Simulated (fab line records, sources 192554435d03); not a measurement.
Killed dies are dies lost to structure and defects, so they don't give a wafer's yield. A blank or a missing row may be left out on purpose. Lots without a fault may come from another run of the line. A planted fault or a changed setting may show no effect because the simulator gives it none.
Which tool did it? | flow n5_finfet | 24 lots, 72 wafers sampled, at 4 steps of a route of 1938

WHAT THE GAUGES READ, wafer by wafer
N5_BEOL_M15_CD_MEAS_10: target cd 360 nm. Usual: cd_nm 360.7 nm, standard deviation 2.6.
lot  | measured     | on        | cd_nm (nm)        | flag
L074 | day 11 19:26 | cd_sem-03 | 358.5 361.8 358.8 |
L076 | day 12 08:14 | cd_sem-03 | 358.9 360.0 358.1 |
L075 | day 12 11:14 | cd_sem-03 | 360.5 359.6 363.1 |
L077 | day 13 04:00 | cd_sem-03 | 359.7 358.5 360.7 |
L078 | day 13 09:16 | cd_sem-03 | 359.1 360.4 362.9 |
L079 | day 13 13:10 | cd_sem-02 | 362.9 359.8 361.7 |
L080 | day 13 14:38 | cd_sem-02 | 360.7 361.8 359.1 |
L082 | day 14 02:14 | cd_sem-02 | 358.3 363.1 359.5 |
L081 | day 14 03:00 | cd_sem-01 | 358.1 360.0 359.3 |
L083 | day 14 04:39 | cd_sem-01 | 361.0 361.3 360.6 |
L084 | day 14 05:23 | cd_sem-02 | 364.6 359.5 362.5 |
L085 | day 14 18:02 | cd_sem-01 | 363.7 363.0 362.2 |
L087 | day 14 21:10 | cd_sem-03 | 356.2 360.7 356.7 |
L086 | day 15 03:56 | cd_sem-01 | 359.9 358.5 357.4 |
L089 | day 15 17:20 | cd_sem-03 | 358.6 359.8 357.2 |
L088 | day 15 17:52 | cd_sem-03 | 364.5 362.2 364.6 |
L090 | day 15 18:07 | cd_sem-03 | 360.8 364.4 365.4 |
L092 | day 16 09:08 | cd_sem-02 | 356.7 356.9 358.7 |
L093 | day 16 13:36 | cd_sem-02 | 360.4 360.0 356.6 |
L091 | day 17 02:02 | cd_sem-03 | 362.5 363.3 360.2 |
L096 | day 17 05:04 | cd_sem-03 | 365.3 361.7 362.4 |
L094 | day 17 06:08 | cd_sem-03 | 362.8 363.1 361.3 |
L095 | day 17 10:34 | cd_sem-02 | 360.1 359.2 359.8 |
L097 | day 17 22:23 | cd_sem-03 | 362.1 365.5 365.4 |

N5_BEOL_M15_OVL_MEAS_11. Usual: V14_OVL 0 nm, standard deviation 5.8.
lot  | measured     | on         | V14_OVL (nm) | flag
L074 | day 11 19:28 | overlay-01 | 4 4 -2       |
L076 | day 12 08:16 | overlay-02 | -5 3 0       |
L075 | day 12 11:16 | overlay-02 | -4 -5 -13    |
L077 | day 13 04:01 | overlay-01 | 2 0 5        |
L078 | day 13 09:18 | overlay-02 | 1 -7 2       |
L079 | day 13 13:11 | overlay-01 | -6 -4 -5     |
L080 | day 13 14:39 | overlay-02 | -6 -12 -5    |
L082 | day 14 02:16 | overlay-01 | -2 -11 0     |
L081 | day 14 03:02 | overlay-02 | -3 -4 -4     |
L083 | day 14 04:41 | overlay-02 | -7 -4 -9     |
L084 | day 14 05:25 | overlay-02 | -1 8 1       |
L085 | day 14 18:04 | overlay-02 | 2 4 5        |
L087 | day 14 21:12 | overlay-01 | 1 -2 -1      |
L086 | day 15 03:58 | overlay-01 | 9 4 12       |
L089 | day 15 17:22 | overlay-02 | 8 -6 -3      |
L088 | day 15 17:54 | overlay-02 | -2 1 5       |
L090 | day 15 18:08 | overlay-02 | 7 17 11      |
L092 | day 16 09:10 | overlay-01 | -4 -2 -2     |
L093 | day 16 13:38 | overlay-02 | 3 -1 5       |
L091 | day 17 02:04 | overlay-01 | 7 0 -1       |
L096 | day 17 05:06 | overlay-02 | 3 -4 4       |
L094 | day 17 06:10 | overlay-01 | 0 -2 -6      |
L095 | day 17 10:36 | overlay-01 | 8 3 7        |
L097 | day 17 22:25 | overlay-01 | -9 -1 -6     |

N5_BEOL_M15_CD_MEAS_28: target cd 407.6 nm. Usual: cd_nm 408.0 nm, standard deviation 2.3.
lot  | measured     | on        | cd_nm (nm)        | flag
L074 | day 11 21:20 | cd_sem-02 | 406.0 406.1 404.0 |
L076 | day 12 09:42 | cd_sem-01 | 408.4 406.2 406.5 |
L075 | day 12 13:11 | cd_sem-01 | 408.7 410.1 411.2 |
L077 | day 13 05:44 | cd_sem-01 | 404.5 409.2 412.0 |
L078 | day 13 10:52 | cd_sem-01 | 406.1 403.1 408.7 |
L079 | day 13 14:47 | cd_sem-01 | 412.3 405.7 406.4 |
L080 | day 13 16:19 | cd_sem-03 | 406.3 407.7 409.5 |
L082 | day 14 03:50 | cd_sem-01 | 406.9 410.9 411.0 |
L081 | day 14 04:29 | cd_sem-02 | 409.7 411.4 409.2 |
L083 | day 14 06:06 | cd_sem-01 | 406.1 409.4 406.1 |
L084 | day 14 06:58 | cd_sem-01 | 408.4 407.9 410.0 |
L085 | day 14 19:47 | cd_sem-02 | 410.2 409.4 408.4 |
L087 | day 14 22:52 | cd_sem-01 | 407.0 405.4 407.8 |
L086 | day 15 05:44 | cd_sem-03 | 413.1 412.0 409.8 |
L089 | day 15 19:13 | cd_sem-02 | 404.7 405.1 406.2 |
L088 | day 15 19:49 | cd_sem-03 | 409.4 404.7 409.1 |
L090 | day 15 20:18 | cd_sem-01 | 408.7 410.7 409.4 |
L092 | day 16 10:43 | cd_sem-02 | 407.1 404.9 407.1 |
L093 | day 16 15:11 | cd_sem-03 | 403.4 403.5 404.6 |
L091 | day 17 03:37 | cd_sem-02 | 409.4 407.2 408.3 |
L096 | day 17 06:39 | cd_sem-01 | 408.9 410.2 409.9 |
L094 | day 17 08:26 | cd_sem-03 | 410.7 410.0 407.6 |
L095 | day 17 12:04 | cd_sem-02 | 409.7 408.6 408.4 |
L097 | day 17 23:58 | cd_sem-01 | 406.7 408.5 410.2 |

WHICH TOOL RAN EACH LOT (tool, then ch and the chambers of the sampled wafers, then the start)
lot  | N5_BEOL_M15_VIA_ETCH_16
L074 | rie_diel-03 ch 0,3, day 11 19:52
L076 | rie_diel-03 ch 1,2,3, day 12 08:25
L075 | rie_diel-03 ch 0,1,3, day 12 11:53
L077 | rie_diel-03 ch 0,2,3, day 13 04:20
L078 | rie_diel-06 ch 1,2, day 13 09:26
L079 | rie_diel-04 ch 1,3, day 13 13:20
L080 | rie_diel-06 ch 0,1,3, day 13 14:48
L082 | rie_diel-03 ch 1,3, day 14 02:25
L081 | rie_diel-03 ch 1,3, day 14 03:10
L083 | rie_diel-04 ch 0,1, day 14 04:49
L084 | rie_diel-03 ch 0,3, day 14 05:34
L085 | rie_diel-04 ch 0,1,2, day 14 18:13
L087 | rie_diel-04 ch 1,3, day 14 21:28
L086 | rie_diel-03 ch 0,1, day 15 04:11
L089 | rie_diel-04 ch 2,3, day 15 17:55
L088 | rie_diel-03 ch 0,1, day 15 18:07
L090 | rie_diel-04 ch 0,2,3, day 15 18:29
L092 | rie_diel-06 ch 0,1,3, day 16 09:18
L093 | rie_diel-04 ch 1,2, day 16 13:47
L091 | rie_diel-03 ch 0,1, day 17 02:12
L096 | rie_diel-04 ch 1,2, day 17 05:14
L094 | rie_diel-03 ch 0,3, day 17 06:57
L095 | rie_diel-06 ch 0,3, day 17 10:45
L097 | rie_diel-06 ch 0,1, day 17 22:34
- N5_BEOL_M15_VIA_ETCH_16: etches SiO2 in C4F8/O2/Ar, target depth 1792.2 nm.

WHAT THE TOOLS THEMSELVES READ (means of the sampled wafers that have a number; where no wafer has one, the mark that the record gives instead)
N5_BEOL_M15_VIA_ETCH_16. Usual: drypump_motor_current_A 5.6 A, standard deviation 0.46; oes_product_au 0.71 a.u., standard deviation 0.08; rf_vpp_V 2246 V, standard deviation 87; showerhead_plenum_p_Torr 3.45 Torr, standard deviation 0.11; throttle_valve_pct 31.02 %, standard deviation 0.26.
lot  | tool        | drypump_motor_current_A (A) | oes_product_au (a.u.) | rf_vpp_V (V) | showerhead_plenum_p_Torr (Torr) | throttle_valve_pct (%) | flag
L074 | rie_diel-03 | 6.0                         | 0.73                  | 2254         | 3.48                            | 31.27                  |
L076 | rie_diel-03 | 5.7                         | 0.77                  | 2274         | 3.51                            | 30.96                  |
L075 | rie_diel-03 | 5.6                         | 0.72                  | 2311         | 3.53                            | 31.16                  |
L077 | rie_diel-03 | 5.6                         | 0.73                  | 2268         | 3.44                            | 31.00                  |
L078 | rie_diel-06 | 5.8                         | 0.73                  | 2301         | 3.37                            | 30.78                  |
L079 | rie_diel-04 | 5.2                         | 0.66                  | 2163         | 3.37                            | 30.84                  |
L080 | rie_diel-06 | 5.7                         | 0.69                  | 2274         | 3.39                            | 30.85                  |
L082 | rie_diel-03 | 5.7                         | 0.76                  | 2315         | 3.59                            | 31.13                  |
L081 | rie_diel-03 | 6.1                         | 0.76                  | 2259         | 3.54                            | 31.26                  |
L083 | rie_diel-04 | 5.7                         | 0.61                  | 2161         | 3.38                            | 30.91                  |
L084 | rie_diel-03 | 5.5                         | 0.67                  | 2306         | 3.45                            | 31.22                  |
L085 | rie_diel-04 | 5.6                         | 0.70                  | 2163         | 3.48                            | 31.06                  |
L087 | rie_diel-04 | 5.2                         | 0.65                  | 2163         | 3.37                            | 30.84                  |
L086 | rie_diel-03 | 5.2                         | 0.66                  | 2363         | 3.49                            | 31.08                  |
L089 | rie_diel-04 | 5.4                         | 0.75                  | 2163         | 3.44                            | 31.07                  |
L088 | rie_diel-03 | 5.3                         | 0.69                  | 2367         | 3.55                            | 31.07                  |
L090 | rie_diel-04 | 5.6                         | 0.72                  | 2161         | 3.45                            | 31.10                  |
L092 | rie_diel-06 | 5.7                         | 0.68                  | 2272         | 3.39                            | 30.86                  |
L093 | rie_diel-04 | 5.4                         | 0.86                  | 2164         | 3.47                            | 30.88                  |
L091 | rie_diel-03 | 5.2                         | 0.64                  | 2363         | 3.48                            | 31.11                  |
L096 | rie_diel-04 | 5.6                         | 0.82                  | 2164         | 3.55                            | 31.14                  |
L094 | rie_diel-03 | 5.9                         | 0.68                  | 2251         | 3.45                            | 31.32                  |
L095 | rie_diel-06 | 5.9                         | 0.70                  | 2238         | 3.43                            | 30.98                  |
L097 | rie_diel-06 | 5.5                         | 0.64                  | 2306         | 3.33                            | 30.78                  |

THE ANSWER, worked out from the rows above alone
Rule: a lot is off if the mean of its wafers that have a number lies more than 3 standard deviations from the usual mean. A lot without any number at a reading at which 4 lots or more have one is off too. The other lots that the step has rows for count as sound. The gauges are gone through in route order, then the tools' own readings, and for those a lot's mean is taken as printed above. The first step at which some lot is off is used, and at that step the reading that is off furthest; a lot without a number counts as furthest.
No lot is off at any reading shown: from this, nothing can be told.

WHAT THE SIMULATOR HAD PUT IN
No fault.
